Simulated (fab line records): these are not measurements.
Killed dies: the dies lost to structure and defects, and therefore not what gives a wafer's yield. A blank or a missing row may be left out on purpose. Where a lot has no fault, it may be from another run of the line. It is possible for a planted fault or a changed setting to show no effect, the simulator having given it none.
Comparing a struck lot with a sound one | flow n5 finfet | 16 out of 1938 route steps
Sound: these wafers, L202.1, L202.2, L202.6. The struck wafers were L201.1, L201.2, L201.5. Last of all comes the cause.
Each step with rows lists, per side, the tool, then ch with its chambers, then its first start. Under that, the readings that differ: sound wafers | struck wafers | difference of the means | sigmas: that difference in standard deviations of wafers without a fault.
alike: readings with means less than 2 such deviations apart, plus words and numbers identical on both sides. not compared: withheld readings, readings lacking a value on some wafer, bounds such as >300 that could conceal the same value, and numbers that have no deviation in the record and whose values overlap.
The two part at a step that has a row with sigmas, a row that says differs or no value, or rows on one side only. Numbers that don't overlap but have no deviation are shown without sigmas and don't part them. Lack of a reading on every wafer of one side parts them only where that side has two or more wafers.

N5_HKMG_FIN_INSPECT_14: inspects for defects (macro).
  sound on defect inspect-01 at day 5 20:35; struck on defect inspect-02 at day 5 12:59
  alike: raw defect count
then, 1 step without rows for these wafers: N5_HKMG_FIN_DESCUM_17 (chemistry O2, time 7.9 s).
N5_HKMG_FIN_ETCH_31: etches SiARC in CF4, target depth 45.5 nm, time 75.8 s.
  sound on rie diel-02 ch 1,2,3, day 5 20:48; struck on rie diel-03 ch 0,2,3, day 5 13:07
  alike: bias w, cf4 flow sccm, drypump motor current A, etch rf on time s, oes product au, rf vpp V, showerhead plenum p Torr, throttle valve pct
  not compared: rf hours counter h
then, 2 steps without rows for these wafers: N5_HKMG_FIN_ETCH_32 (etches SOC in N2/H2, target depth 240 nm, time 300 s); N5_HKMG_FIN_STRIP_33 (strips in N2/H2).
N5_HKMG_FIN_STRIP_34: strips in CF4.
  sound on rie diel-02 ch 1,2,3, day 5 21:02; struck on rie diel-03 ch 0,2,3, day 5 13:22
  alike: drypump motor current A, oes product au, rf vpp V, showerhead plenum p Torr, throttle valve pct
  not compared: rf hours counter h
then, 1 step without rows for these wafers: N5_HKMG_FIN_ETCH_35 (etches SOC in N2/H2, target depth 215.8 nm, time 243.4 s).
N5_HKMG_FIN_STRIP_92: strips SOC in N2/H2, time 20 s.
  sound on rie diel-02 ch 1,2,3, day 5 21:13; struck on rie diel-03 ch 0,2,3, day 5 13:32
  alike: drypump motor current A, h2 flow sccm, oes product au, rf vpp V, showerhead plenum p Torr, throttle valve pct
  not compared: rf hours counter h
then, 1 step without rows for these wafers: N5_HKMG_FIN_WET_ETCH_18 (etches TiN in SC1, time 55 s, target depth 5.2 nm, rinse time 30 s).
N5_HKMG_FIN_STRIP_19: strips in N2/H2, time 360 s.
  sound on plasma asher-02 ch 0,1, day 5 21:22; struck on plasma asher-01 ch 0,1, day 5 13:40
  alike: drypump motor current A, h2 flow sccm, heater power w
  not compared: rf hours counter h
N5_HKMG_FIN_ALD_91: deposits TiN, target thk 1 nm, pulse time 1 s, purge time 3 s.
  sound on ald metal-04 ch 0,2,3, day 5 21:44; struck on ald metal-04 ch 0,1,2, day 5 14:04
  alike: chamber pressure Torr, heater power w, precursor pulse height rel
then, 1 step without rows for these wafers: N5_HKMG_FIN_COAT_85 (time 60 s, resist thk 300 nm).
N5_HKMG_FIN_ETCH_86: etches SOC in N2/H2, stops on TiN, target depth 393.2 nm.
  sound on rie diel-02 ch 0,2,3, day 5 22:08; struck on rie diel-03 ch 2,3, day 5 14:31
  no value came back on the struck wafers for any of 8 readings (bias w (W), chamber pressure mTorr (mTorr) and others); on the sound wafers bias w (W) reads 61.46 61.04 60.68
  reading                                   | sound      | struck          | difference | sigmas
  model.SOC_of_HKMG_FIN_COAT_85.thk nm (nm) | 17 18.2 17 | 299.4 300 299.6 | +282.3     |
  not compared: rf hours counter h
then, 1 step without rows for these wafers: N5_HKMG_FIN_STRIP_89 (strips SOC in N2/H2, time 20 s).
N5_BEOL_M4_RC_MEAS_101:
  the record has rows for the sound wafers here (prober-02 ch 0, day 9 12:50) and none for the struck ones
-- a jump in the record: the struck wafers' starts before and after are 8 days apart (it breaks off in module BEOL_M4 and resumes in module PASSIVATION, where the first step shown is number 1936 of the route) --
N5_PASSIVATION_PROBE_49:
  sound on prober-01 at day 13 22:53; struck on prober-01 at day 14 01:12
  reading             | sound      | struck         | difference | sigmas
  killed at front end | 37 40 41   | 1139 1121 1117 | +1086      | +99
  killed dies         | 105 104 99 | 1180 1180 1180 | +1077      | +63
  killed on rim       | 9 12 14    | 152 152 152    | +140       | +32
  alike: killed_at_M0_to_M3, killed_at_M4_up, killed at contacts, killed at other, killed open, killed short

## WHERE THEY PART
Last at N5_PASSIVATION_PROBE_49 as far as this record goes, first at N5_HKMG_FIN_ETCH_86.

WHY: whatever the simulator had introduced
Entire step skipped (rie diel-03, N5_HKMG_FIN_ETCH_86), from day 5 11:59 onward. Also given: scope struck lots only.
